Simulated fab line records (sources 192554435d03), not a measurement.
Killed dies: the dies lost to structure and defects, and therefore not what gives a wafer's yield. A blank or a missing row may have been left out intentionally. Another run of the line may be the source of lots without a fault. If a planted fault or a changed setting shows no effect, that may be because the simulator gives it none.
A single fault, viewed from 2 desks || flow n5_finfet || each desk holds nothing but its own numbers, with what lay behind them at the end

== AT THE METROLOGY DESK ==
Lot by lot, what the gauges showed, no matter which tool ran the lot: averages of those sampled wafers that carry a number. A lot is out of limits, marked OUT, if its mean lies more than 4 standard deviations from the usual mean; the brackets give that distance. It has 11 readings, of which 7 appear: the earliest out of limits, and the ones furthest out on some lot.
Columns: A = thk_nm at N5_BEOL_M0_SAQP_THK_MEAS_05, usual 60.1 nm; B = DIBL_N at N5_BEOL_M4_RC_MEAS_101, usual 35.8 mV/V; C = DIBL_P at N5_BEOL_M4_RC_MEAS_101, usual 36.0 mV/V; D = IOFF_N at N5_BEOL_M4_RC_MEAS_101, usual 0.153 nA/um; E = ION_P at N5_BEOL_M4_RC_MEAS_101, usual 462 uA/um; F = SS_N at N5_BEOL_M4_RC_MEAS_101, usual 71.4 mV/dec; G = SS_P at N5_BEOL_M4_RC_MEAS_101, usual 73.2 mV/dec
{"lot": "L111", "first seen here": "day 5 10:40", "A": 59.3, "B": 36.2, "C": 37.2, "D": 0.171, "E": 472, "F": 71.0, "G": 73.6}
{"lot": "L112", "first seen here": "day 5 15:37", "A": 60.7, "B": 36.1, "C": 36.6, "D": 0.147, "E": 456, "F": 71.5, "G": 73.0}
{"lot": "L116", "first seen here": "day 6 19:01", "A": 60.2, "B": 33.9, "C": 34.7, "D": 0.131, "E": 456, "F": 71.2, "G": 72.7}
{"lot": "L124", "first seen here": "day 8 20:43", "A": "50.9 (-12) OUT", "B": 34.2, "C": 35.0, "D": 0.138, "E": 470, "F": 71.5, "G": 72.7}
{"lot": "L126", "first seen here": "day 9 09:08", "A": "51.4 (-12) OUT", "B": 36.5, "C": 37.6, "D": 0.167, "E": 472, "F": 72.0, "G": 73.7}
{"lot": "L127", "first seen here": "day 9 14:59", "A": "51.9 (-11) OUT", "B": 36.6, "C": 34.8, "D": 0.141, "E": 461, "F": 71.6, "G": 73.1}
{"lot": "L128", "first seen here": "day 9 18:40", "A": 59.6, "B": 35.8, "C": 36.7, "D": 0.157, "E": 459, "F": 71.5, "G": 73.5}
{"lot": "L130", "first seen here": "day 10 07:28", "A": 59.7, "B": 36.2, "C": 36.2, "D": 0.156, "E": 461, "F": 71.4, "G": 73.3}
{"lot": "L134", "first seen here": "day 11 07:48", "A": 59.5, "B": 36.0, "C": 34.2, "D": 0.147, "E": 457, "F": 71.3, "G": 73.2}
This desk's finding: out of limits on L124, L126, L127; first on L124, day 8 20:43 (thk_nm at N5_BEOL_M0_SAQP_THK_MEAS_05). L111, L112, L116, L128, L130, L134 stayed within limits.

== THE TOOL OWNER'S DESK: pecvd-02 ==
The tool's own readings at N5_BEOL_M0_SAQP_PECVD_04 (deposits a-Si from SiH4/He, target thk 60 nm, time 60.2 s): means of the sampled wafers that have a number, for each lot that ran on this tool. A lot is out of limits, marked OUT, if its mean lies more than 4 standard deviations from the usual mean; the brackets give that distance.
Columns: A = heater_power_w at N5_BEOL_M0_SAQP_PECVD_04, usual 618 W; B = showerhead_plenum_p_Torr at N5_BEOL_M0_SAQP_PECVD_04, usual 5.70 Torr; C = throttle_valve_pct at N5_BEOL_M0_SAQP_PECVD_04, usual 18.4 %
{"lot": "L112", "first seen here": "day 5 15:32", "A": 656, "B": 5.70, "C": 18.9}
{"lot": "L116", "first seen here": "day 6 18:56", "A": 604, "B": 5.69, "C": 18.9}
{"lot": "L124", "first seen here": "day 8 20:35", "A": 500, "B": 5.69, "C": 19.5}
{"lot": "L126", "first seen here": "day 9 09:02", "A": 648, "B": 5.69, "C": 17.9}
{"lot": "L127", "first seen here": "day 9 14:54", "A": 690, "B": 5.71, "C": 18.8}
This desk's verdict: no lot among the 5 shows anything out of limits.

== PUT TOGETHER ==
An alarm was possible from the metrology desk at day 8 20:43, on L124, L126, L127.
The desk of the tool owner found nothing out of limits.
Tool owner's desk: L124, L126, L127 on record, inside its limits.
On pecvd-02, each named lot ran N5_BEOL_M0_SAQP_PECVD_04.

== WHAT WAS PUT IN BY THE SIMULATOR ==
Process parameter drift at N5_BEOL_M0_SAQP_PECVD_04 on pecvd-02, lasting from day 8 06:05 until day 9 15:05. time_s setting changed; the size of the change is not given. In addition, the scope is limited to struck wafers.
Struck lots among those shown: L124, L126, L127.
Time in hours between the start of the fault and the first out-of-limits reading at each desk: metrology desk, 15.
